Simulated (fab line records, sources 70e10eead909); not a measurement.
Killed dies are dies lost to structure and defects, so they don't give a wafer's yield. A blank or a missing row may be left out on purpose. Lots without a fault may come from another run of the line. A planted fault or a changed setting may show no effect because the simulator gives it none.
Which tool did it? | flow nand_harc | 12 lots, 36 wafers sampled, at 1 step of a route of 1302

WHAT THE GAUGES READ, wafer by wafer
NHARC_A_SGD_CUT_CD_MEAS_09: target cd 100 nm.
lot  | measured     | on        | cd_nm (nm)
L075 | day 19 17:06 | cd_sem-03 | 100.3 100.0 100.8
L077 | day 20 07:11 | cd_sem-03 | 99.9 100.1 100.2
L080 | day 21 08:42 | cd_sem-03 | 100.1 100.1 99.9
L081 | day 22 15:32 | cd_sem-01 | 100.2 100.1 99.8
L086 | day 23 09:36 | cd_sem-02 | 99.8 99.8 100.0
L084 | day 23 12:28 | cd_sem-01 | 100.3 99.8 100.0
L087 | day 24 19:35 | cd_sem-02 | 100.0 99.6 100.1
L088 | day 25 14:02 | cd_sem-02 | 99.3 100.4 100.2
L092 | day 26 16:38 | cd_sem-03 | 99.6 99.9 99.3
L093 | day 27 02:43 | cd_sem-03 | 99.9 99.5 99.7
L095 | day 27 13:14 | cd_sem-02 | 101.0 101.1 100.3
L097 | day 28 18:02 | cd_sem-02 | 99.9 100.0 100.2

WHICH TOOL RAN EACH LOT (tool, then ch and the chambers of the sampled wafers, then the start)
The record holds no process step before these readings.

THE ANSWER, worked out from the rows above alone
Rule: what is usual is taken from the lots themselves. Put in order of their means at a reading, lots are off if they are a third of the lots or fewer, leave a main group of 4 or more, and stand apart from it by a gap of 3 or more times the standard deviation of the main group's means; of several such gaps the widest counts. A main group whose means are all the same, to the digits that the tables above print for the reading, isn't used. A lot without any number at a reading at which 4 lots or more have one is off too. The other lots that the step has rows for count as sound.
No lot is off at any reading shown: from this, nothing can be told.

WHAT THE SIMULATOR HAD PUT IN
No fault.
